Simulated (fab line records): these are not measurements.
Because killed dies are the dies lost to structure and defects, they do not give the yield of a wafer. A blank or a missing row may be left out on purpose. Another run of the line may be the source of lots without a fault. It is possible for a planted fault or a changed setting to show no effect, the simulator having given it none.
Which tool was responsible? / flow nand harc / Sampling: 24 lots, 72 wafers, 6 of 1159 route steps

## WHAT THE GAUGES READ, wafer by wafer
Not one reading of a measure or inspect step in the record can be checked against a usual standard deviation.

## WHAT TOOL EACH LOT RAN ON (gives the tool, then ch and the chambers of the sampled wafers, and finally the start)
lot=L074; NHARC_A_STAIRCASE_ETCH_13=rie diel-04 ch 2,3, day 11 03:03 or earlier; NHARC_A_STAIRCASE_ETCH_27=rie diel-02 ch 0,3, day 11 03:03 or earlier; NHARC_A_STAIRCASE_STRIP_205=plasma asher-02 ch 0,1, day 11 03:03; NHARC_A_STAIRCASE_DESCUM_219=rie diel-04 ch 1,3, day 11 04:29; NHARC_A_STAIRCASE_ETCH_223=rie diel-04 ch 1,3, no start; NHARC_A_STAIRCASE_ETCH_225=rie diel-04 ch 1,2,3, no start
lot=L075; NHARC_A_STAIRCASE_ETCH_13=rie diel-02 ch 0,1,3, day 11 12:08 or earlier; NHARC_A_STAIRCASE_ETCH_27=rie diel-02 ch 0,1,3, day 11 12:08 or earlier; NHARC_A_STAIRCASE_STRIP_205=plasma asher-01 ch 0,1, day 11 12:08; NHARC_A_STAIRCASE_DESCUM_219=rie diel-01 ch 0,1,2, day 11 13:40; NHARC_A_STAIRCASE_ETCH_223=rie diel-01 ch 0,2, no start; NHARC_A_STAIRCASE_ETCH_225=rie diel-01 ch 0,1,2, no start
lot=L077; NHARC_A_STAIRCASE_ETCH_13=rie diel-01 ch 1,2,3, day 11 12:49 or earlier; NHARC_A_STAIRCASE_ETCH_27=rie diel-01 ch 1,2, day 11 12:49 or earlier; NHARC_A_STAIRCASE_STRIP_205=plasma asher-02 ch 0,1, day 11 12:49; NHARC_A_STAIRCASE_DESCUM_219=rie diel-02 ch 0,3, day 11 14:20; NHARC_A_STAIRCASE_ETCH_223=rie diel-02 ch 0,1,3, no start; NHARC_A_STAIRCASE_ETCH_225=rie diel-02 ch 0,2, no start
lot=L076; NHARC_A_STAIRCASE_ETCH_13=rie diel-01 ch 1,3, day 11 15:01 or earlier; NHARC_A_STAIRCASE_ETCH_27=rie diel-01 ch 1,3, day 11 15:01 or earlier; NHARC_A_STAIRCASE_STRIP_205=plasma asher-02 ch 0,1, day 11 15:01; NHARC_A_STAIRCASE_DESCUM_219=rie diel-04 ch 1,3, day 11 16:25; NHARC_A_STAIRCASE_ETCH_223=rie diel-04 ch 0,3, no start; NHARC_A_STAIRCASE_ETCH_225=rie diel-04 ch 0,2,3, no start
lot=L079; NHARC_A_STAIRCASE_ETCH_13=rie diel-01 ch 1,2,3, day 12 01:11 or earlier; NHARC_A_STAIRCASE_ETCH_27=rie diel-01 ch 0,2, day 12 01:11 or earlier; NHARC_A_STAIRCASE_STRIP_205=plasma asher-01 ch 0,1, day 12 01:11; NHARC_A_STAIRCASE_DESCUM_219=rie diel-01 ch 0,1,2, day 12 02:37; NHARC_A_STAIRCASE_ETCH_223=rie diel-01 ch 0,1,2, no start; NHARC_A_STAIRCASE_ETCH_225=rie diel-01 ch 0,2, no start
lot=L078; NHARC_A_STAIRCASE_ETCH_13=rie diel-02 ch 1,3, day 12 02:18 or earlier; NHARC_A_STAIRCASE_ETCH_27=rie diel-02 ch 1,2, day 12 02:18 or earlier; NHARC_A_STAIRCASE_STRIP_205=plasma asher-01 ch 0,1, day 12 02:18; NHARC_A_STAIRCASE_DESCUM_219=rie diel-04 ch 0,1,3, day 12 03:38; NHARC_A_STAIRCASE_ETCH_223=rie diel-04 ch 0,2,3, no start; NHARC_A_STAIRCASE_ETCH_225=rie diel-04 ch 0,2, no start
lot=L080; NHARC_A_STAIRCASE_ETCH_13=rie diel-04 ch 0,2,3, day 12 08:28 or earlier; NHARC_A_STAIRCASE_ETCH_27=rie diel-02 ch 1,3, day 12 08:28 or earlier; NHARC_A_STAIRCASE_STRIP_205=plasma asher-01 ch 0,1, day 12 08:28; NHARC_A_STAIRCASE_DESCUM_219=rie diel-01 ch 0,1, day 12 09:47; NHARC_A_STAIRCASE_ETCH_223=rie diel-01 ch 0,1, no start; NHARC_A_STAIRCASE_ETCH_225=rie diel-01 ch 1,2,3, no start
lot=L081; NHARC_A_STAIRCASE_ETCH_13=rie diel-01 ch 0,1,3, day 12 07:53 or earlier; NHARC_A_STAIRCASE_ETCH_27=rie diel-01 ch 2,3, day 12 07:53 or earlier; NHARC_A_STAIRCASE_STRIP_205=plasma asher-01 ch 0,1, day 12 07:53; NHARC_A_STAIRCASE_DESCUM_219=rie diel-01 ch 2,3, day 12 09:19; NHARC_A_STAIRCASE_ETCH_223=rie diel-01 ch 1,2,3, no start; NHARC_A_STAIRCASE_ETCH_225=rie diel-01 ch 2,3, no start
lot=L083; NHARC_A_STAIRCASE_ETCH_13=rie diel-04 ch 0,2, day 13 01:17 or earlier; NHARC_A_STAIRCASE_ETCH_27=rie diel-01 ch 0,1, day 13 01:17 or earlier; NHARC_A_STAIRCASE_STRIP_205=plasma asher-02 ch 0,1, day 13 01:17; NHARC_A_STAIRCASE_DESCUM_219=rie diel-01 ch 1,2,3, day 13 02:52; NHARC_A_STAIRCASE_ETCH_223=rie diel-01 ch 1,2,3, no start; NHARC_A_STAIRCASE_ETCH_225=rie diel-01 ch 1,3, no start
lot=L082; NHARC_A_STAIRCASE_ETCH_13=rie diel-01 ch 0,2,3, day 13 01:11 or earlier; NHARC_A_STAIRCASE_ETCH_27=rie diel-01 ch 0,1,3, day 13 01:11 or earlier; NHARC_A_STAIRCASE_STRIP_205=plasma asher-01 ch 0,1, day 13 01:11; NHARC_A_STAIRCASE_DESCUM_219=rie diel-02 ch 0,2,3, day 13 02:43; NHARC_A_STAIRCASE_ETCH_223=rie diel-02 ch 1,2,3, no start; NHARC_A_STAIRCASE_ETCH_225=rie diel-02 ch 0,2,3, no start
lot=L084; NHARC_A_STAIRCASE_ETCH_13=rie diel-04 ch 0,1, day 13 20:21 or earlier; NHARC_A_STAIRCASE_ETCH_27=rie diel-02 ch 0,1,3, day 13 20:21 or earlier; NHARC_A_STAIRCASE_STRIP_205=plasma asher-02 ch 0,1, day 13 20:21; NHARC_A_STAIRCASE_DESCUM_219=rie diel-01 ch 0,2,3, day 13 21:49; NHARC_A_STAIRCASE_ETCH_223=rie diel-01 ch 1,2,3, no start; NHARC_A_STAIRCASE_ETCH_225=rie diel-01 ch 0,3, no start
lot=L085; NHARC_A_STAIRCASE_ETCH_13=rie diel-01 ch 1,2,3, day 13 23:02 or earlier; NHARC_A_STAIRCASE_ETCH_27=rie diel-01 ch 0,1,3, day 13 23:02 or earlier; NHARC_A_STAIRCASE_STRIP_205=plasma asher-01 ch 0,1, day 13 23:02; NHARC_A_STAIRCASE_DESCUM_219=rie diel-02 ch 1,2,3, day 14 00:40; NHARC_A_STAIRCASE_ETCH_223=rie diel-02 ch 0,1,3, no start; NHARC_A_STAIRCASE_ETCH_225=rie diel-02 ch 0,2,3, no start
lot=L088; NHARC_A_STAIRCASE_ETCH_13=rie diel-01 ch 0,2, day 14 09:50 or earlier; NHARC_A_STAIRCASE_ETCH_27=rie diel-02 ch 0,1,2, day 14 09:50 or earlier; NHARC_A_STAIRCASE_STRIP_205=plasma asher-01 ch 0,1, day 14 09:50; NHARC_A_STAIRCASE_DESCUM_219=rie diel-04 ch 0,1,2, day 14 11:15; NHARC_A_STAIRCASE_ETCH_223=rie diel-04 ch 1,2,3, no start; NHARC_A_STAIRCASE_ETCH_225=rie diel-04 ch 1,2,3, no start
lot=L087; NHARC_A_STAIRCASE_ETCH_13=rie diel-04 ch 0,1,2, day 14 10:57 or earlier; NHARC_A_STAIRCASE_ETCH_27=rie diel-04 ch 1,2,3, day 14 10:57 or earlier; NHARC_A_STAIRCASE_STRIP_205=plasma asher-01 ch 0, day 14 10:57; NHARC_A_STAIRCASE_DESCUM_219=rie diel-04 ch 1,2, day 14 12:18; NHARC_A_STAIRCASE_ETCH_223=rie diel-04 ch 1,2, no start; NHARC_A_STAIRCASE_ETCH_225=rie diel-04 ch 0,1,2, no start
lot=L086; NHARC_A_STAIRCASE_ETCH_13=rie diel-02 ch 0,1,2, day 14 11:32 or earlier; NHARC_A_STAIRCASE_ETCH_27=rie diel-02 ch 0,1,3, day 14 11:32 or earlier; NHARC_A_STAIRCASE_STRIP_205=plasma asher-02 ch 0,1, day 14 11:32; NHARC_A_STAIRCASE_DESCUM_219=rie diel-01 ch 1,2,3, day 14 12:56; NHARC_A_STAIRCASE_ETCH_223=rie diel-01 ch 1,2,3, no start; NHARC_A_STAIRCASE_ETCH_225=rie diel-01 ch 0,1,3, no start
lot=L089; NHARC_A_STAIRCASE_ETCH_13=rie diel-02 ch 0,1,3, day 14 21:42 or earlier; NHARC_A_STAIRCASE_ETCH_27=rie diel-02 ch 0,1,2, day 14 21:42 or earlier; NHARC_A_STAIRCASE_STRIP_205=plasma asher-01 ch 0,1, day 14 21:42; NHARC_A_STAIRCASE_DESCUM_219=rie diel-01 ch 1,2,3, day 14 23:16; NHARC_A_STAIRCASE_ETCH_223=rie diel-01 ch 0,1,3, no start; NHARC_A_STAIRCASE_ETCH_225=rie diel-01 ch 0,1,3, no start
lot=L090; NHARC_A_STAIRCASE_ETCH_13=rie diel-01 ch 2,3, day 15 00:11 or earlier; NHARC_A_STAIRCASE_ETCH_27=rie diel-01 ch 1,2,3, day 15 00:11 or earlier; NHARC_A_STAIRCASE_STRIP_205=plasma asher-02 ch 0,1, day 15 00:11; NHARC_A_STAIRCASE_DESCUM_219=rie diel-04 ch 1,2, day 15 01:38; NHARC_A_STAIRCASE_ETCH_223=rie diel-04 ch 0,1, no start; NHARC_A_STAIRCASE_ETCH_225=rie diel-04 ch 0,2, no start
lot=L091; NHARC_A_STAIRCASE_ETCH_13=rie diel-04 ch 0,1,3, day 15 04:28 or earlier; NHARC_A_STAIRCASE_ETCH_27=rie diel-04 ch 1,2,3, day 15 04:28 or earlier; NHARC_A_STAIRCASE_STRIP_205=plasma asher-02 ch 0,1, day 15 04:28; NHARC_A_STAIRCASE_DESCUM_219=rie diel-02 ch 1,2,3, day 15 05:56; NHARC_A_STAIRCASE_ETCH_223=rie diel-02 ch 0,2,3, no start; NHARC_A_STAIRCASE_ETCH_225=rie diel-02 ch 1,2,3, no start
lot=L092; NHARC_A_STAIRCASE_ETCH_13=rie diel-04 ch 1,2, day 15 04:04 or earlier; NHARC_A_STAIRCASE_ETCH_27=rie diel-01 ch 0,2, day 15 04:04 or earlier; NHARC_A_STAIRCASE_STRIP_205=plasma asher-01 ch 0,1, day 15 04:04; NHARC_A_STAIRCASE_DESCUM_219=rie diel-01 ch 0,1,2, day 15 05:23; NHARC_A_STAIRCASE_ETCH_223=rie diel-01 ch 1,3, no start; NHARC_A_STAIRCASE_ETCH_225=rie diel-01 ch 0,2,3, no start
lot=L094; NHARC_A_STAIRCASE_ETCH_13=rie diel-04 ch 0,2,3, day 15 13:58 or earlier; NHARC_A_STAIRCASE_ETCH_27=rie diel-02 ch 0,1,3, day 15 13:58 or earlier; NHARC_A_STAIRCASE_STRIP_205=plasma asher-02 ch 0,1, day 15 13:58; NHARC_A_STAIRCASE_DESCUM_219=rie diel-02 ch 0,1,3, day 15 15:20; NHARC_A_STAIRCASE_ETCH_223=rie diel-02 ch 0,2,3, no start; NHARC_A_STAIRCASE_ETCH_225=rie diel-02 ch 0,1,2, no start
lot=L093; NHARC_A_STAIRCASE_ETCH_13=rie diel-02 ch 1,2, day 15 16:04 or earlier; NHARC_A_STAIRCASE_ETCH_27=rie diel-04 ch 1,3, day 15 16:04 or earlier; NHARC_A_STAIRCASE_STRIP_205=plasma asher-02 ch 0,1, day 15 16:04; NHARC_A_STAIRCASE_DESCUM_219=rie diel-04 ch 0,2,3, day 15 17:31; NHARC_A_STAIRCASE_ETCH_223=rie diel-04 ch 0,1,2, no start; NHARC_A_STAIRCASE_ETCH_225=rie diel-04 ch 0,1,3, no start
lot=L095; NHARC_A_STAIRCASE_ETCH_13=rie diel-01 ch 0,1,3, day 16 07:23 or earlier; NHARC_A_STAIRCASE_ETCH_27=rie diel-04 ch 0,2, day 16 07:23 or earlier; NHARC_A_STAIRCASE_STRIP_205=plasma asher-01 ch 0,1, day 16 07:23; NHARC_A_STAIRCASE_DESCUM_219=rie diel-04 ch 0,1,2, day 16 08:53; NHARC_A_STAIRCASE_ETCH_223=rie diel-04 ch 1,2, no start; NHARC_A_STAIRCASE_ETCH_225=rie diel-04 ch 0,2, no start
lot=L097; NHARC_A_STAIRCASE_ETCH_13=rie diel-01 ch 1,3, day 16 11:58 or earlier; NHARC_A_STAIRCASE_ETCH_27=rie diel-01 ch 0,1,3, day 16 11:58 or earlier; NHARC_A_STAIRCASE_STRIP_205=plasma asher-02 ch 0,1, day 16 11:58; NHARC_A_STAIRCASE_DESCUM_219=rie diel-02 ch 0,2,3, day 16 13:31; NHARC_A_STAIRCASE_ETCH_223=rie diel-02 ch 0,2, no start; NHARC_A_STAIRCASE_ETCH_225=rie diel-02 ch 0,1,3, no start
lot=L096; NHARC_A_STAIRCASE_ETCH_13=rie diel-02 ch 0,1,3, day 16 19:22 or earlier; NHARC_A_STAIRCASE_ETCH_27=rie diel-04 ch 0,1,2, day 16 19:22 or earlier; NHARC_A_STAIRCASE_STRIP_205=plasma asher-02 ch 0,1, day 16 19:22; NHARC_A_STAIRCASE_DESCUM_219=rie diel-01 ch 0,1,3, day 16 20:54; NHARC_A_STAIRCASE_ETCH_223=rie diel-01 ch 0,2, no start; NHARC_A_STAIRCASE_ETCH_225=rie diel-01 ch 0,1,2, no start
- NHARC_A_STAIRCASE_ETCH_13: etches the open film in C4F8/O2, target depth 100 nm, time 40.5 s.
- NHARC_A_STAIRCASE_ETCH_27: etches the open film in C4F8/O2, target depth 100 nm, time 40.5 s.
- NHARC_A_STAIRCASE_STRIP_205: strips in O2.
- NHARC_A_STAIRCASE_DESCUM_219: chemistry O2, time 3 s.
- NHARC_A_STAIRCASE_ETCH_223: etches the open film in C4F8/O2, target depth 100 nm, time 40.5 s.
- NHARC_A_STAIRCASE_ETCH_225: etches the open film in C4F8/O2, target depth 100 nm, time 40.5 s.

## AS READ BY THE TOOLS THEMSELVES (means over the sampled wafers that have a number; for cases with no such wafer, the mark the record gives instead)
NHARC_A_STAIRCASE_ETCH_13.
lot=L074; tool=rie diel-04; oes product au (a.u.)=0.953; rf vpp V (V)=893
lot=L075; tool=rie diel-02; oes product au (a.u.)=0.940; rf vpp V (V)=897
lot=L077; tool=rie diel-01; oes product au (a.u.)=0.933; rf vpp V (V)=893
lot=L076; tool=rie diel-01; oes product au (a.u.)=0.942; rf vpp V (V)=891
lot=L079; tool=rie diel-01; oes product au (a.u.)=0.947; rf vpp V (V)=892
lot=L078; tool=rie diel-02; oes product au (a.u.)=0.920; rf vpp V (V)=897
lot=L080; tool=rie diel-04; oes product au (a.u.)=0.923; rf vpp V (V)=894
lot=L081; tool=rie diel-01; oes product au (a.u.)=0.961; rf vpp V (V)=892
lot=L083; tool=rie diel-04; oes product au (a.u.)=0.931; rf vpp V (V)=895
lot=L082; tool=rie diel-01; oes product au (a.u.)=0.955; rf vpp V (V)=892
lot=L084; tool=rie diel-04; oes product au (a.u.)=0.956; rf vpp V (V)=895
lot=L085; tool=rie diel-01; oes product au (a.u.)=0.944; rf vpp V (V)=892
lot=L088; tool=rie diel-01; oes product au (a.u.)=0.955; rf vpp V (V)=891
lot=L087; tool=rie diel-04; oes product au (a.u.)=0.938; rf vpp V (V)=895
lot=L086; tool=rie diel-02; oes product au (a.u.)=0.931; rf vpp V (V)=892
lot=L089; tool=rie diel-02; oes product au (a.u.)=0.926; rf vpp V (V)=896
lot=L090; tool=rie diel-01; oes product au (a.u.)=0.938; rf vpp V (V)=894
lot=L091; tool=rie diel-04; oes product au (a.u.)=0.945; rf vpp V (V)=895
lot=L092; tool=rie diel-04; oes product au (a.u.)=0.941; rf vpp V (V)=895
lot=L094; tool=rie diel-04; oes product au (a.u.)=0.957; rf vpp V (V)=892
lot=L093; tool=rie diel-02; oes product au (a.u.)=0.961; rf vpp V (V)=901
lot=L095; tool=rie diel-01; oes product au (a.u.)=0.948; rf vpp V (V)=896
lot=L097; tool=rie diel-01; oes product au (a.u.)=0.937; rf vpp V (V)=900
lot=L096; tool=rie diel-02; oes product au (a.u.)=0.969; rf vpp V (V)=896

NHARC_A_STAIRCASE_ETCH_27.
lot=L074; tool=rie diel-02; oes product au (a.u.)=0.938; rf vpp V (V)=895
lot=L075; tool=rie diel-02; oes product au (a.u.)=0.950; rf vpp V (V)=896
lot=L077; tool=rie diel-01; oes product au (a.u.)=0.937; rf vpp V (V)=890
lot=L076; tool=rie diel-01; oes product au (a.u.)=0.944; rf vpp V (V)=895
lot=L079; tool=rie diel-01; oes product au (a.u.)=0.959; rf vpp V (V)=891
lot=L078; tool=rie diel-02; oes product au (a.u.)=0.951; rf vpp V (V)=894
lot=L080; tool=rie diel-02; oes product au (a.u.)=0.956; rf vpp V (V)=898
lot=L081; tool=rie diel-01; oes product au (a.u.)=0.944; rf vpp V (V)=894
lot=L083; tool=rie diel-01; oes product au (a.u.)=0.956; rf vpp V (V)=888
lot=L082; tool=rie diel-01; oes product au (a.u.)=0.944; rf vpp V (V)=891
lot=L084; tool=rie diel-02; oes product au (a.u.)=0.962; rf vpp V (V)=897
lot=L085; tool=rie diel-01; oes product au (a.u.)=0.952; rf vpp V (V)=891
lot=L088; tool=rie diel-02; oes product au (a.u.)=0.945; rf vpp V (V)=893
lot=L087; tool=rie diel-04; oes product au (a.u.)=0.954; rf vpp V (V)=894
lot=L086; tool=rie diel-02; oes product au (a.u.)=0.948; rf vpp V (V)=896
lot=L089; tool=rie diel-02; oes product au (a.u.)=0.949; rf vpp V (V)=893
lot=L090; tool=rie diel-01; oes product au (a.u.)=0.945; rf vpp V (V)=899
lot=L091; tool=rie diel-04; oes product au (a.u.)=0.930; rf vpp V (V)=894
lot=L092; tool=rie diel-01; oes product au (a.u.)=0.934; rf vpp V (V)=888
lot=L094; tool=rie diel-02; oes product au (a.u.)=0.961; rf vpp V (V)=897
lot=L093; tool=rie diel-04; oes product au (a.u.)=0.939; rf vpp V (V)=892
lot=L095; tool=rie diel-04; oes product au (a.u.)=0.949; rf vpp V (V)=894
lot=L097; tool=rie diel-01; oes product au (a.u.)=0.946; rf vpp V (V)=897
lot=L096; tool=rie diel-04; oes product au (a.u.)=0.954; rf vpp V (V)=896

NHARC_A_STAIRCASE_STRIP_205.
lot=L074; tool=plasma asher-02; drypump motor current A (A)=6.1; heater power w (W)=332
lot=L075; tool=plasma asher-01; drypump motor current A (A)=5.7; heater power w (W)=281
lot=L077; tool=plasma asher-02; drypump motor current A (A)=6.2; heater power w (W)=331
lot=L076; tool=plasma asher-02; drypump motor current A (A)=6.0; heater power w (W)=332
lot=L079; tool=plasma asher-01; drypump motor current A (A)=5.5; heater power w (W)=285
lot=L078; tool=plasma asher-01; drypump motor current A (A)=5.5; heater power w (W)=287
lot=L080; tool=plasma asher-01; drypump motor current A (A)=5.7; heater power w (W)=279
lot=L081; tool=plasma asher-01; drypump motor current A (A)=5.7; heater power w (W)=279
lot=L083; tool=plasma asher-02; drypump motor current A (A)=6.0; heater power w (W)=331
lot=L082; tool=plasma asher-01; drypump motor current A (A)=5.5; heater power w (W)=285
lot=L084; tool=plasma asher-02; drypump motor current A (A)=6.0; heater power w (W)=328
lot=L085; tool=plasma asher-01; drypump motor current A (A)=5.7; heater power w (W)=278
lot=L088; tool=plasma asher-01; drypump motor current A (A)=5.5; heater power w (W)=286
lot=L087; tool=plasma asher-01; drypump motor current A (A)=6.0; heater power w (W)=276
lot=L086; tool=plasma asher-02; drypump motor current A (A)=6.0; heater power w (W)=332
lot=L089; tool=plasma asher-01; drypump motor current A (A)=5.7; heater power w (W)=275
lot=L090; tool=plasma asher-02; drypump motor current A (A)=6.2; heater power w (W)=330
lot=L091; tool=plasma asher-02; drypump motor current A (A)=6.1; heater power w (W)=331
lot=L092; tool=plasma asher-01; drypump motor current A (A)=5.5; heater power w (W)=282
lot=L094; tool=plasma asher-02; drypump motor current A (A)=6.2; heater power w (W)=336
lot=L093; tool=plasma asher-02; drypump motor current A (A)=6.1; heater power w (W)=331
lot=L095; tool=plasma asher-01; drypump motor current A (A)=5.5; heater power w (W)=283
lot=L097; tool=plasma asher-02; drypump motor current A (A)=6.0; heater power w (W)=335
lot=L096; tool=plasma asher-02; drypump motor current A (A)=6.2; heater power w (W)=330

NHARC_A_STAIRCASE_DESCUM_219.
lot=L074; tool=rie diel-04; drypump motor current A (A)=5.1; oes product au (a.u.)=1.006; rf vpp V (V)=56.8; showerhead plenum p Torr (Torr)=1.86; throttle valve pct (%)=11.303
lot=L075; tool=rie diel-01; drypump motor current A (A)=5.6; oes product au (a.u.)=1.003; rf vpp V (V)=56.8; showerhead plenum p Torr (Torr)=1.81; throttle valve pct (%)=11.314
lot=L077; tool=rie diel-02; drypump motor current A (A)=5.8; oes product au (a.u.)=1.001; rf vpp V (V)=58.4; showerhead plenum p Torr (Torr)=1.90; throttle valve pct (%)=11.305
lot=L076; tool=rie diel-04; drypump motor current A (A)=5.1; oes product au (a.u.)=1.008; rf vpp V (V)=57.3; showerhead plenum p Torr (Torr)=1.86; throttle valve pct (%)=11.313
lot=L079; tool=rie diel-01; drypump motor current A (A)=5.6; oes product au (a.u.)=1.004; rf vpp V (V)=58.1; showerhead plenum p Torr (Torr)=1.81; throttle valve pct (%)=11.316
lot=L078; tool=rie diel-04; drypump motor current A (A)=5.2; oes product au (a.u.)=1.006; rf vpp V (V)=57.9; showerhead plenum p Torr (Torr)=1.89; throttle valve pct (%)=11.318
lot=L080; tool=rie diel-01; drypump motor current A (A)=5.5; oes product au (a.u.)=1.006; rf vpp V (V)=57.2; showerhead plenum p Torr (Torr)=1.79; throttle valve pct (%)=11.304
lot=L081; tool=rie diel-01; drypump motor current A (A)=5.7; oes product au (a.u.)=1.003; rf vpp V (V)=58.1; showerhead plenum p Torr (Torr)=1.91; throttle valve pct (%)=11.314
lot=L083; tool=rie diel-01; drypump motor current A (A)=5.5; oes product au (a.u.)=1.004; rf vpp V (V)=57.2; showerhead plenum p Torr (Torr)=1.85; throttle valve pct (%)=11.307
lot=L082; tool=rie diel-02; drypump motor current A (A)=5.5; oes product au (a.u.)=1.006; rf vpp V (V)=56.7; showerhead plenum p Torr (Torr)=1.86; throttle valve pct (%)=11.311
lot=L084; tool=rie diel-01; drypump motor current A (A)=5.9; oes product au (a.u.)=1.010; rf vpp V (V)=58.1; showerhead plenum p Torr (Torr)=1.85; throttle valve pct (%)=11.312
lot=L085; tool=rie diel-02; drypump motor current A (A)=5.4; oes product au (a.u.)=1.001; rf vpp V (V)=57.8; showerhead plenum p Torr (Torr)=1.87; throttle valve pct (%)=11.311
lot=L088; tool=rie diel-04; drypump motor current A (A)=5.4; oes product au (a.u.)=1.004; rf vpp V (V)=58.5; showerhead plenum p Torr (Torr)=1.90; throttle valve pct (%)=11.307
lot=L087; tool=rie diel-04; drypump motor current A (A)=5.2; oes product au (a.u.)=1.013; rf vpp V (V)=58.3; showerhead plenum p Torr (Torr)=1.90; throttle valve pct (%)=11.313
lot=L086; tool=rie diel-01; drypump motor current A (A)=5.5; oes product au (a.u.)=0.996; rf vpp V (V)=57.9; showerhead plenum p Torr (Torr)=1.95; throttle valve pct (%)=11.306
lot=L089; tool=rie diel-01; drypump motor current A (A)=5.5; oes product au (a.u.)=1.000; rf vpp V (V)=57.2; showerhead plenum p Torr (Torr)=1.95; throttle valve pct (%)=11.320
lot=L090; tool=rie diel-04; drypump motor current A (A)=5.5; oes product au (a.u.)=1.015; rf vpp V (V)=57.2; showerhead plenum p Torr (Torr)=1.90; throttle valve pct (%)=11.310
lot=L091; tool=rie diel-02; drypump motor current A (A)=5.4; oes product au (a.u.)=1.015; rf vpp V (V)=57.8; showerhead plenum p Torr (Torr)=1.98; throttle valve pct (%)=11.308
lot=L092; tool=rie diel-01; drypump motor current A (A)=5.6; oes product au (a.u.)=0.996; rf vpp V (V)=57.1; showerhead plenum p Torr (Torr)=1.90; throttle valve pct (%)=11.305
lot=L094; tool=rie diel-02; drypump motor current A (A)=5.6; oes product au (a.u.)=1.020; rf vpp V (V)=57.9; showerhead plenum p Torr (Torr)=1.91; throttle valve pct (%)=11.310
lot=L093; tool=rie diel-04; drypump motor current A (A)=5.5; oes product au (a.u.)=0.998; rf vpp V (V)=57.9; showerhead plenum p Torr (Torr)=1.87; throttle valve pct (%)=11.306
lot=L095; tool=rie diel-04; drypump motor current A (A)=5.5; oes product au (a.u.)=1.005; rf vpp V (V)=57.5; showerhead plenum p Torr (Torr)=1.90; throttle valve pct (%)=11.312
lot=L097; tool=rie diel-02; drypump motor current A (A)=5.5; oes product au (a.u.)=1.012; rf vpp V (V)=57.6; showerhead plenum p Torr (Torr)=1.95; throttle valve pct (%)=11.305
lot=L096; tool=rie diel-01; drypump motor current A (A)=5.4; oes product au (a.u.)=0.999; rf vpp V (V)=58.7; showerhead plenum p Torr (Torr)=1.93; throttle valve pct (%)=11.302

NHARC_A_STAIRCASE_ETCH_223.
lot=L074; tool=rie diel-04; oes product au (a.u.)=0.939; rf vpp V (V)=892
lot=L075; tool=rie diel-01; oes product au (a.u.)=0.952; rf vpp V (V)=890
lot=L077; tool=rie diel-02; oes product au (a.u.)=0.947; rf vpp V (V)=896
lot=L076; tool=rie diel-04; oes product au (a.u.)=0.942; rf vpp V (V)=892
lot=L079; tool=rie diel-01; oes product au (a.u.)=0.952; rf vpp V (V)=889
lot=L078; tool=rie diel-04; oes product au (a.u.)=0.934; rf vpp V (V)=893
lot=L080; tool=rie diel-01; oes product au (a.u.)=0.943; rf vpp V (V)=887
lot=L081; tool=rie diel-01; oes product au (a.u.)=0.940; rf vpp V (V)=892
lot=L083; tool=rie diel-01; oes product au (a.u.)=0.951; rf vpp V (V)=893
lot=L082; tool=rie diel-02; oes product au (a.u.)=0.958; rf vpp V (V)=893
lot=L084; tool=rie diel-01; oes product au (a.u.)=0.953; rf vpp V (V)=892
lot=L085; tool=rie diel-02; oes product au (a.u.)=0.944; rf vpp V (V)=896
lot=L088; tool=rie diel-04; oes product au (a.u.)=0.933; rf vpp V (V)=893
lot=L087; tool=rie diel-04; oes product au (a.u.)=0.933; rf vpp V (V)=895
lot=L086; tool=rie diel-01; oes product au (a.u.)=0.943; rf vpp V (V)=899
lot=L089; tool=rie diel-01; oes product au (a.u.)=0.936; rf vpp V (V)=897
lot=L090; tool=rie diel-04; oes product au (a.u.)=0.933; rf vpp V (V)=895
lot=L091; tool=rie diel-02; oes product au (a.u.)=0.958; rf vpp V (V)=898
lot=L092; tool=rie diel-01; oes product au (a.u.)=0.934; rf vpp V (V)=899
lot=L094; tool=rie diel-02; oes product au (a.u.)=0.943; rf vpp V (V)=899
lot=L093; tool=rie diel-04; oes product au (a.u.)=0.948; rf vpp V (V)=895
lot=L095; tool=rie diel-04; oes product au (a.u.)=0.935; rf vpp V (V)=894
lot=L097; tool=rie diel-02; oes product au (a.u.)=0.951; rf vpp V (V)=901
lot=L096; tool=rie diel-01; oes product au (a.u.)=0.928; rf vpp V (V)=888

NHARC_A_STAIRCASE_ETCH_225.
lot=L074; tool=rie diel-04; oes product au (a.u.)=0.947; rf vpp V (V)=894
lot=L075; tool=rie diel-01; oes product au (a.u.)=0.942; rf vpp V (V)=889
lot=L077; tool=rie diel-02; oes product au (a.u.)=0.949; rf vpp V (V)=890
lot=L076; tool=rie diel-04; oes product au (a.u.)=0.941; rf vpp V (V)=894
lot=L079; tool=rie diel-01; oes product au (a.u.)=0.948; rf vpp V (V)=892
lot=L078; tool=rie diel-04; oes product au (a.u.)=0.947; rf vpp V (V)=894
lot=L080; tool=rie diel-01; oes product au (a.u.)=0.942; rf vpp V (V)=893
lot=L081; tool=rie diel-01; oes product au (a.u.)=0.939; rf vpp V (V)=896
lot=L083; tool=rie diel-01; oes product au (a.u.)=0.947; rf vpp V (V)=894
lot=L082; tool=rie diel-02; oes product au (a.u.)=0.949; rf vpp V (V)=892
lot=L084; tool=rie diel-01; oes product au (a.u.)=0.951; rf vpp V (V)=891
lot=L085; tool=rie diel-02; oes product au (a.u.)=0.951; rf vpp V (V)=892
lot=L088; tool=rie diel-04; oes product au (a.u.)=0.943; rf vpp V (V)=893
lot=L087; tool=rie diel-04; oes product au (a.u.)=0.930; rf vpp V (V)=895
lot=L086; tool=rie diel-01; oes product au (a.u.)=0.943; rf vpp V (V)=897
lot=L089; tool=rie diel-01; oes product au (a.u.)=0.945; rf vpp V (V)=897
lot=L090; tool=rie diel-04; oes product au (a.u.)=0.941; rf vpp V (V)=895
lot=L091; tool=rie diel-02; oes product au (a.u.)=0.956; rf vpp V (V)=900
lot=L092; tool=rie diel-01; oes product au (a.u.)=0.932; rf vpp V (V)=893
lot=L094; tool=rie diel-02; oes product au (a.u.)=0.951; rf vpp V (V)=899
lot=L093; tool=rie diel-04; oes product au (a.u.)=0.953; rf vpp V (V)=893
lot=L095; tool=rie diel-04; oes product au (a.u.)=0.939; rf vpp V (V)=895
lot=L097; tool=rie diel-02; oes product au (a.u.)=0.964; rf vpp V (V)=896
lot=L096; tool=rie diel-01; oes product au (a.u.)=0.937; rf vpp V (V)=895

## THE ANSWER, worked out from the rows above alone
Rule: the usual values come from the lots themselves. Put in order of their means at a reading, lots are off if they are a third of the lots or fewer, leave a main group of 4 or more, and stand apart from it by a gap of 3 or more times the standard deviation of the main group's means; of several such gaps the widest counts. Not used: any main group whose means are identical at the precision the tables above print for the reading. A lot without any number at a reading at which 4 lots or more have one is off too. Any other lot the step has rows for is counted as sound. The gauges are gone through in route order, then the tools' own readings, and for those a lot's mean is taken as printed above. At the first step where some lot is off, the reading lying furthest off is the one used; lots without a number count as furthest.
Nothing can be told from this: no lot is off at any reading shown.

## WHAT THE SIMULATOR PUT IN
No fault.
